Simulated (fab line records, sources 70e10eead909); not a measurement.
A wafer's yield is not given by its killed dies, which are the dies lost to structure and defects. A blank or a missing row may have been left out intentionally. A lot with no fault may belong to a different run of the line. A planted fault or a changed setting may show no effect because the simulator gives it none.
fab line records + flow nand_harc
[record]
- lots = 6
- wafers = 18
- last_day = 33
route steps=1302 shown A_ONON_D2@548 END@1302
lots with no fault: from the same line, run without faults
start_h: the number of hours between the record's first day and the start of the first shown wafer of the lot + wait_h: hours since the lot's step before + " repeats the value in the row above + L1.1+2: a single row standing in for several wafers + - no value, or no start was given + * or withheld: withheld + < > ~ a bound
route shown NAME@n: names a module that has steps shown in the file, with the first one's number in the route + usual: average and standard deviation across the fault-free wafers + same: alike in all rows + chamber/n: place in a boat + sites: readings site by site + _std_site: the values' standard deviation + _edge_site: mean of outer sites minus mean of inner sites + radius_mm: for every site, how far away it sits from the centre of the wafer + mask NAME#n: copy n + behind: tool/chamber where the wafer was last shaped + hold: what put the lot on hold/how long, in hours/how the hold closed + device: the transistor (n, p or np) that didn't switch + end of line: the tests these same wafers got at the end of their route + a step given without rows: its recipe and nothing more + killed: count of dies lost to structure and defects at first sort (not the wafer's yield) + map: shows each die of a wafer: x if killed, . if not, _ if none is there
set.NAME: the setting that was run; set.NAME@STEP: the one run at that earlier step + model.NAME: the simulator's own value behind a step, which no gauge read
lots at selected steps of the route; one table per step, one row per wafer
services: when a tool's chamber went out of use (start_h, in hours from the record's first day, below 0 if earlier), for how many hours, and the reason
[[steps]]
[step NHARC_A_ONON_D2_THK_MEAS_05]
[recipe]
- thk_meas_gauge = ellipsometry
[usual]
- thk_nm = 1000/9.7
| lot.wafer | tool          | chamber | start_h | wait_h | thk_nm |
|-----------|---------------|---------|---------|--------|--------|
| L114.1    | film_metro-01 | -       | 283.46  | -      | 1016   |
| L114.2    | "             | -       | "       | "      | 1014   |
| L114.4    | "             | -       | "       | "      | 1016   |
| L115.1    | film_metro-02 | -       | 315.44  | -      | 994    |
| L115.3    | "             | -       | "       | "      | 994    |
| L115.5    | "             | -       | "       | "      | 993    |
| L122.1    | film_metro-01 | -       | 368.43  | -      | 997    |
| L122.2    | "             | -       | "       | "      | 996    |
| L122.5    | "             | -       | "       | "      | 997    |
| L124.1    | film_metro-02 | -       | 392.57  | -      | 1019   |
| L124.2    | "             | -       | "       | "      | 1018   |
| L124.3    | "             | -       | "       | "      | 1020   |
| L129.1    | film_metro-01 | -       | 443.35  | -      | 990    |
| L129.2    | "             | -       | "       | "      | 988    |
| L129.6    | "             | -       | "       | "      | 987    |
| L134.1    | film_metro-02 | -       | 494.31  | -      | 1003   |
| L134.3    | "             | -       | "       | "      | 1002   |
| L134.6    | "             | -       | "       | "      | 1001   |
[step NHARC_A_ONON_D2_DEP_06]
[recipe]
- target_thk_a = 10000
- n2_flow_sccm = 2750
- n2o_flow_sccm = 2000
- nh3_flow_sccm = 500
- sih4_flow_sccm = 210
- temp_c = 400
[step NHARC_A_ONON_D2_THK_MEAS_08]
[recipe]
- thk_meas_gauge = ellipsometry
[usual]
- thk_nm = 1002/8.9
| lot.wafer | tool          | chamber | start_h | wait_h | thk_nm |
|-----------|---------------|---------|---------|--------|--------|
| L114.1    | film_metro-01 | -       | 284.02  | -      | 995    |
| L114.2    | "             | -       | "       | "      | 993    |
| L114.4    | "             | -       | "       | "      | 995    |
| L115.1    | film_metro-02 | -       | 316.15  | -      | 1001   |
| L115.3    | "             | -       | "       | "      | 1002   |
| L115.5    | "             | -       | "       | "      | 1002   |
| L122.1    | film_metro-02 | -       | 368.99  | -      | 996    |
| L122.2    | "             | -       | "       | "      | 993    |
| L122.5    | "             | -       | "       | "      | 995    |
| L124.1    | film_metro-01 | -       | 393.14  | -      | 1000   |
| L124.2    | "             | -       | "       | "      | 1000   |
| L124.3    | "             | -       | "       | "      | 1001   |
| L129.1    | film_metro-01 | -       | 443.92  | -      | 1002   |
| L129.2    | "             | -       | "       | "      | 1003   |
| L129.6    | "             | -       | "       | "      | 1003   |
| L134.1    | film_metro-01 | -       | 494.87  | -      | 986    |
| L134.3    | "             | -       | "       | "      | 986    |
| L134.6    | "             | -       | "       | "      | 986    |
[step NHARC_A_ONON_D2_DEP_09]
[recipe]
- target_thk_a = 10000
- n2_flow_sccm = 2750
- n2o_flow_sccm = 2000
- nh3_flow_sccm = 500
- sih4_flow_sccm = 210
- temp_c = 400
[step NHARC_A_ONON_D2_THK_MEAS_11]
[recipe]
- thk_meas_gauge = ellipsometry
[usual]
- thk_nm = 999/11
| lot.wafer | tool          | chamber | start_h | wait_h | thk_nm |
|-----------|---------------|---------|---------|--------|--------|
| L114.1    | film_metro-02 | -       | 284.59  | -      | 993    |
| L114.2    | "             | -       | "       | "      | 994    |
| L114.4    | "             | -       | "       | "      | 992    |
| L115.1    | film_metro-01 | -       | 316.71  | -      | 997    |
| L115.3    | "             | -       | "       | "      | 997    |
| L115.5    | "             | -       | "       | "      | 998    |
| L122.1    | film_metro-01 | -       | 369.56  | -      | 994    |
| L122.2    | "             | -       | "       | "      | 995    |
| L122.5    | "             | -       | "       | "      | 992    |
| L124.1    | film_metro-01 | -       | 393.70  | -      | 1009   |
| L124.2    | "             | -       | "       | "      | 1010   |
| L124.3    | "             | -       | "       | "      | 1009   |
| L129.1    | film_metro-01 | -       | 444.48  | -      | 1009   |
| L129.2    | "             | -       | "       | "      | 1013   |
| L129.6    | "             | -       | "       | "      | 1010   |
| L134.1    | film_metro-01 | -       | 495.44  | -      | 983    |
| L134.3    | "             | -       | "       | "      | 982    |
| L134.6    | "             | -       | "       | "      | 986    |
[step NHARC_A_ONON_D2_DEP_12]
[recipe]
- target_thk_a = 10000
- n2_flow_sccm = 2750
- n2o_flow_sccm = 2000
- nh3_flow_sccm = 500
- sih4_flow_sccm = 210
- temp_c = 400
[step NHARC_A_ONON_D2_THK_MEAS_14]
[recipe]
- thk_meas_gauge = ellipsometry
[usual]
- thk_nm = 998/9.8
| lot.wafer | tool          | chamber | start_h | wait_h | thk_nm |
|-----------|---------------|---------|---------|--------|--------|
| L114.1    | film_metro-02 | -       | 285.19  | -      | 989    |
| L114.2    | "             | -       | "       | "      | 989    |
| L114.4    | "             | -       | "       | "      | 990    |
| L115.1    | film_metro-02 | -       | 317.28  | -      | 1014   |
| L115.3    | "             | -       | "       | "      | 1013   |
| L115.5    | "             | -       | "       | "      | 1015   |
| L122.1    | film_metro-01 | -       | 370.13  | -      | 1001   |
| L122.2    | "             | -       | "       | "      | 1002   |
| L122.5    | "             | -       | "       | "      | 1004   |
| L124.1    | film_metro-02 | -       | 394.27  | -      | 990    |
| L124.2    | "             | -       | "       | "      | 992    |
| L124.3    | "             | -       | "       | "      | 992    |
| L129.1    | film_metro-01 | -       | 445.05  | -      | 1022   |
| L129.2    | "             | -       | "       | "      | 1024   |
| L129.6    | "             | -       | "       | "      | 1022   |
| L134.1    | film_metro-01 | -       | 496.00  | -      | 987    |
| L134.3    | "             | -       | "       | "      | 989    |
| L134.6    | "             | -       | "       | "      | 990    |
[step NHARC_A_ONON_D2_ANNEAL_15]
[recipe]
- temp_c = 750
- time_s = 3600
[step NHARC_A_ONON_D2_DEP_16]
[recipe]
- target_thk_a = 10000
- n2_flow_sccm = 2750
- n2o_flow_sccm = 2000
- nh3_flow_sccm = 500
- sih4_flow_sccm = 210
- temp_c = 400
[step NHARC_A_ONON_D2_THK_MEAS_18]
[recipe]
- thk_meas_gauge = ellipsometry
[usual]
- thk_nm = 1000/9.9
| lot.wafer | tool          | chamber | start_h | wait_h | thk_nm |
|-----------|---------------|---------|---------|--------|--------|
| L114.1    | film_metro-01 | -       | 292.36  | -      | 987    |
| L114.2    | "             | -       | "       | "      | 986    |
| L114.4    | "             | -       | "       | "      | 985    |
| L115.1    | film_metro-01 | -       | 326.82  | -      | 1006   |
| L115.3    | "             | -       | "       | "      | 1005   |
| L115.5    | "             | -       | "       | "      | 1004   |
| L122.1    | film_metro-01 | -       | 377.44  | -      | 1023   |
| L122.2    | "             | -       | "       | "      | 1024   |
| L122.5    | "             | -       | "       | "      | 1023   |
| L124.1    | film_metro-01 | -       | 401.67  | -      | 1002   |
| L124.2    | "             | -       | "       | "      | 1003   |
| L124.3    | "             | -       | "       | "      | 1003   |
| L129.1    | film_metro-02 | -       | 452.45  | -      | 987    |
| L129.2    | "             | -       | "       | "      | 986    |
| L129.6    | "             | -       | "       | "      | 985    |
| L134.1    | film_metro-01 | -       | 503.75  | -      | 1010   |
| L134.3    | "             | -       | "       | "      | 1010   |
| L134.6    | "             | -       | "       | "      | 1011   |
[step NHARC_A_ONON_D2_DEP_19]
[recipe]
- target_thk_a = 10000
- n2_flow_sccm = 2750
- n2o_flow_sccm = 2000
- nh3_flow_sccm = 500
- sih4_flow_sccm = 210
- temp_c = 400
[step NHARC_A_ONON_D2_THK_MEAS_21]
[recipe]
- thk_meas_gauge = ellipsometry
[usual]
- thk_nm = 1001/11
| lot.wafer | tool          | chamber | start_h | wait_h | thk_nm |
|-----------|---------------|---------|---------|--------|--------|
| L114.1    | film_metro-01 | -       | 292.92  | -      | 999    |
| L114.2    | "             | -       | "       | "      | 997    |
| L114.4    | "             | -       | "       | "      | 997    |
| L115.1    | film_metro-01 | -       | 327.39  | -      | 983    |
| L115.3    | "             | -       | "       | "      | 982    |
| L115.5    | "             | -       | "       | "      | 983    |
| L122.1    | film_metro-01 | -       | 378.01  | -      | 1002   |
| L122.2    | "             | -       | "       | "      | 1002   |
| L122.5    | "             | -       | "       | "      | 1001   |
| L124.1    | film_metro-02 | -       | 402.23  | -      | 1003   |
| L124.2    | "             | -       | "       | "      | 1004   |
| L124.3    | "             | -       | "       | "      | 1003   |
| L129.1    | film_metro-01 | -       | 453.03  | -      | 1004   |
| L129.2    | "             | -       | "       | "      | 1007   |
| L129.6    | "             | -       | "       | "      | 1005   |
| L134.1    | film_metro-01 | -       | 504.32  | -      | 989    |
| L134.3    | "             | -       | "       | "      | 990    |
| L134.6    | "             | -       | "       | "      | 989    |
[step NHARC_A_ONON_D2_DEP_22]
[recipe]
- target_thk_a = 10000
- n2_flow_sccm = 2750
- n2o_flow_sccm = 2000
- nh3_flow_sccm = 500
- sih4_flow_sccm = 210
- temp_c = 400
[usual]
- n2o_flow_sccm = 2000/6
| lot.wafer | tool          | chamber | start_h | wait_h | n2o_flow_sccm |
|-----------|---------------|---------|---------|--------|---------------|
| L114.1    | pecvd_onon-01 | 0       | 292.98  | 0.1    | 1994          |
| L114.2    | "             | 0       | "       | "      | 2000          |
| L114.4    | "             | 0       | "       | "      | 1990          |
| L115.1    | pecvd_onon-04 | 0       | 327.44  | 0.1    | 2001          |
| L115.3    | "             | 0       | "       | "      | 2005          |
| L115.5    | "             | 0       | "       | "      | 1995          |
| L122.1    | pecvd_onon-01 | 0       | 378.06  | 0.1    | 1991          |
| L122.2    | "             | 0       | "       | "      | 2005          |
| L122.5    | "             | 0       | "       | "      | 1998          |
| L124.1    | pecvd_onon-01 | 0       | 402.28  | 0.1    | 2013          |
| L124.2    | "             | 0       | "       | "      | 2006          |
| L124.3    | "             | 0       | "       | "      | 2011          |
| L129.1    | pecvd_onon-04 | 0       | 453.08  | 0.1    | 2002          |
| L129.2    | "             | 0       | "       | "      | 2008          |
| L129.6    | "             | 0       | "       | "      | 1998          |
| L134.1    | pecvd_onon-01 | 0       | 504.37  | 0.1    | 1994          |
| L134.3    | "             | 0       | "       | "      | 1993          |
| L134.6    | "             | 0       | "       | "      | 2000          |
[step NHARC_A_ONON_D2_THK_MEAS_24]
[recipe]
- thk_meas_gauge = ellipsometry
[usual]
- thk_nm = 996/11
| lot.wafer | tool          | chamber | start_h | wait_h | thk_nm |
|-----------|---------------|---------|---------|--------|--------|
| L114.1    | film_metro-01 | -       | 293.49  | -      | 991    |
| L114.2    | "             | -       | "       | "      | 992    |
| L114.4    | "             | -       | "       | "      | 990    |
| L115.1    | film_metro-02 | -       | 327.95  | -      | 1012   |
| L115.3    | "             | -       | "       | "      | 1014   |
| L115.5    | "             | -       | "       | "      | 1014   |
| L122.1    | film_metro-01 | -       | 378.57  | -      | 1492   |
| L122.2    | "             | -       | "       | "      | 1492   |
| L122.5    | "             | -       | "       | "      | 1494   |
| L124.1    | film_metro-01 | -       | 402.80  | -      | 1492   |
| L124.2    | "             | -       | "       | "      | 1491   |
| L124.3    | "             | -       | "       | "      | 1492   |
| L129.1    | film_metro-01 | -       | 453.60  | -      | 1004   |
| L129.2    | "             | -       | "       | "      | 1002   |
| L129.6    | "             | -       | "       | "      | 1005   |
| L134.1    | film_metro-02 | -       | 504.88  | -      | 987    |
| L134.3    | "             | -       | "       | "      | 986    |
| L134.6    | "             | -       | "       | "      | 988    |
[step NHARC_A_ONON_D2_DEP_25]
[recipe]
- target_thk_a = 10000
- n2_flow_sccm = 2750
- n2o_flow_sccm = 2000
- nh3_flow_sccm = 500
- sih4_flow_sccm = 210
- temp_c = 400
[step NHARC_END_SORT_01]
[recipe]
- temp_c = 25
[usual]
- killed_at_array = 53/20
- killed_at_other = 1/1.2
- killed_at_periphery = 3.7/2.6
- killed_dies = 58/20
- killed_open = 3.5/1.8
- killed_short = 2.4/1.7
[same]
- gross_dies = 677
| lot.wafer | tool      | chamber | start_h | wait_h | killed_at_array | killed_at_other | killed_at_periphery | killed_dies | killed_open | killed_short |
|-----------|-----------|---------|---------|--------|-----------------|-----------------|---------------------|-------------|-------------|--------------|
| L122.1    | prober-02 | 0       | 653.36  | 2.5    | 675             | 1               | 1                   | 677         | 1           | 3            |
| L122.2    | prober-02 | 0       | 654.16  | 2.8    | 669             | 3               | 5                   | 677         | 3           | 3            |
| L122.5    | prober-02 | 0       | 656.56  | 3.7    | 669             | 3               | 5                   | 677         | 4           | 5            |
| L124.1    | prober-01 | 0       | 676.21  | 2.5    | 669             | 2               | 6                   | 677         | 2           | 3            |
| L124.2    | prober-01 | 0       | 677.00  | 2.8    | 669             | 2               | 6                   | 677         | 6           | 4            |
| L124.3    | prober-01 | 0       | 677.80  | 3.1    | 672             | 1               | 4                   | 677         | 0           | 1            |
// killed by level:class
L122.1 A_ONON_D2:area_dep=611 A_CHANNEL_HOLE_D1:chamber_film_flake=32 A_CHANNEL_HOLE_D2:chamber_film_flake=16 A_CONTACT:chamber_film_flake=6 A_DECK1_JOINT:chamber_film_flake=3 A_ZERO_WELL:chamber_film_flake=2 A_ONON_D2:geometric_particle:short=1 A_CHANNEL_HOLE_D2:geometric_particle:open=1
L122.2 A_ONON_D2:area_dep=609 A_CHANNEL_HOLE_D1:chamber_film_flake=32 A_CHANNEL_HOLE_D2:chamber_film_flake=12 A_CONTACT:chamber_film_flake=6 P_M2:chamber_film_flake=3 A_WL_FILL:chamber_film_flake=3 THIN_TSV:chamber_film_flake=3 P_M0:geometric_particle:short=1
L122.5 A_ONON_D2:area_dep=604 A_CHANNEL_HOLE_D1:chamber_film_flake=30 A_CHANNEL_HOLE_D2:chamber_film_flake=19 A_CONTACT:chamber_film_flake=5 A_STAIRCASE:chamber_film_flake=3 THIN_TSV:chamber_film_flake=3 A_ONON_D1:geometric_particle:short=2 P_ZERO_WELL:chamber_film_flake=2
L124.1 A_ONON_D2:area_dep=575 A_CHANNEL_HOLE_D1:chamber_film_flake=35 A_SLIT:chamber_film_flake=31 A_BLC:chamber_film_flake=6 A_STAIRCASE:chamber_film_flake=5 A_CONTACT:chamber_film_flake=4 P_BONDPAD:chamber_film_flake=3 A_SGD_CUT:chamber_film_flake=3
L124.2 A_ONON_D2:area_dep=598 A_CHANNEL_HOLE_D1:chamber_film_flake=32 A_SLIT:chamber_film_flake=20 A_CONTACT:chamber_film_flake=4 A_BLC:chamber_film_flake=3 A_CHANNEL_HOLE_D2:chamber_film_flake=2 THIN_TSV:chamber_film_flake=2 P_STI:geometric_particle:open=1
L124.3 A_ONON_D2:area_dep=593 A_CHANNEL_HOLE_D1:chamber_film_flake=39 A_SLIT:chamber_film_flake=27 A_CONTACT:chamber_film_flake=7 A_BLC:chamber_film_flake=5 P_GATE:chamber_film_flake=2 P_M0:geometric_particle:short=1 P_BONDPAD:chamber_film_flake=1
// map L122.1 (x killed, . not)
____________x____________
_________xxxxxxx_________
_______xxxxxxxxxxx_______
______xxxxxxxxxxxxx______
_____xxxxxxxxxxxxxxx_____
____xxxxxxxxxxxxxxxxx____
____xxxxxxxxxxxxxxxxx____
___xxxxxxxxxxxxxxxxxxx___
___xxxxxxxxxxxxxxxxxxx___
__xxxxxxxxxxxxxxxxxxxxx__
__xxxxxxxxxxxxxxxxxxxxx__
_xxxxxxxxxxxxxxxxxxxxxxx_
_xxxxxxxxxxxxxxxxxxxxxxx_
_xxxxxxxxxxxxxxxxxxxxxxx_
_xxxxxxxxxxxxxxxxxxxxxxx_
_xxxxxxxxxxxxxxxxxxxxxxx_
xxxxxxxxxxxxxxxxxxxxxxxxx
xxxxxxxxxxxxxxxxxxxxxxxxx
xxxxxxxxxxxxxxxxxxxxxxxxx
xxxxxxxxxxxxxxxxxxxxxxxxx
xxxxxxxxxxxxxxxxxxxxxxxxx
_xxxxxxxxxxxxxxxxxxxxxxx_
_xxxxxxxxxxxxxxxxxxxxxxx_
_xxxxxxxxxxxxxxxxxxxxxxx_
_xxxxxxxxxxxxxxxxxxxxxxx_
_xxxxxxxxxxxxxxxxxxxxxxx_
__xxxxxxxxxxxxxxxxxxxxx__
__xxxxxxxxxxxxxxxxxxxxx__
___xxxxxxxxxxxxxxxxxxx___
___xxxxxxxxxxxxxxxxxxx___
____xxxxxxxxxxxxxxxxx____
____xxxxxxxxxxxxxxxxx____
_____xxxxxxxxxxxxxxx_____
______xxxxxxxxxxxxx______
_______xxxxxxxxxxx_______
_________xxxxxxx_________
____________x____________
// map L124.1 (x killed, . not)
____________x____________
_________xxxxxxx_________
_______xxxxxxxxxxx_______
______xxxxxxxxxxxxx______
_____xxxxxxxxxxxxxxx_____
____xxxxxxxxxxxxxxxxx____
____xxxxxxxxxxxxxxxxx____
___xxxxxxxxxxxxxxxxxxx___
___xxxxxxxxxxxxxxxxxxx___
__xxxxxxxxxxxxxxxxxxxxx__
__xxxxxxxxxxxxxxxxxxxxx__
_xxxxxxxxxxxxxxxxxxxxxxx_
_xxxxxxxxxxxxxxxxxxxxxxx_
_xxxxxxxxxxxxxxxxxxxxxxx_
_xxxxxxxxxxxxxxxxxxxxxxx_
_xxxxxxxxxxxxxxxxxxxxxxx_
xxxxxxxxxxxxxxxxxxxxxxxxx
xxxxxxxxxxxxxxxxxxxxxxxxx
xxxxxxxxxxxxxxxxxxxxxxxxx
xxxxxxxxxxxxxxxxxxxxxxxxx
xxxxxxxxxxxxxxxxxxxxxxxxx
_xxxxxxxxxxxxxxxxxxxxxxx_
_xxxxxxxxxxxxxxxxxxxxxxx_
_xxxxxxxxxxxxxxxxxxxxxxx_
_xxxxxxxxxxxxxxxxxxxxxxx_
_xxxxxxxxxxxxxxxxxxxxxxx_
__xxxxxxxxxxxxxxxxxxxxx__
__xxxxxxxxxxxxxxxxxxxxx__
___xxxxxxxxxxxxxxxxxxx___
___xxxxxxxxxxxxxxxxxxx___
____xxxxxxxxxxxxxxxxx____
____xxxxxxxxxxxxxxxxx____
_____xxxxxxxxxxxxxxx_____
______xxxxxxxxxxxxx______
_______xxxxxxxxxxx_______
_________xxxxxxx_________
____________x____________
[[services]]
| tool          | chamber | start_h | hours | kind   |
|---------------|---------|---------|-------|--------|
| pecvd_onon-01 | -       | 269.00  | 13.0  | pm     |
| pecvd_onon-04 | -       | 311.30  | 13.0  | pm     |
| pecvd_onon-01 | -       | 312.38  | 3.4   | repair |
| pecvd_onon-01 | -       | 450.00  | 13.0  | pm     |
| pecvd_onon-04 | -       | 492.30  | 13.0  | pm     |
[[key]]
[first_sign]
- step = NHARC_A_ONON_D2_THK_MEAS_24
- reading = thk_nm
- direction = up
- sigmas = 47
- usual = 996
- struck = 1492
[effect]
- step = NHARC_END_SORT_01
- reading = killed_at_array
- direction = up
- sigmas = 31
- usual = 53
- struck = 670
[more_kills_born_at]
- NHARC_A_ONON_D2_DEP_22@pecvd_onon-01 = 3590
met_at NHARC_A_ONON_D2_DEP_22
struck_wafers L122.1,L122.2,L122.5,L124.1,L124.2,L124.3
later_rows_left_out L122.1,L122.2,L122.5,L124.1,L124.2,L124.3
tester_left_out L122,L124
onset_between 292.98 378.06
[fault]
- kind = process_parameter_drift
- tool = pecvd_onon-01
- chamber = 0
- onset_h = 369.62
- steps = NHARC_A_ONON_D2_DEP_22
- channel = target_thk_a
- offset = *
- shape = step
- end_h = 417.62
- acts_in = *
- stated = *
// tester_left_out: of these lots the tester's yield and bins aren't shown, on N5 and GAA mostly nor the transistor test; their killed dies are dies lost to structure and defects alone, not to doping, threshold or leakage, so they don't give the yield
// later_rows_left_out: the simulator's readings of these wafers behind a module that went badly wrong aren't trusted and aren't shown, but for the sort
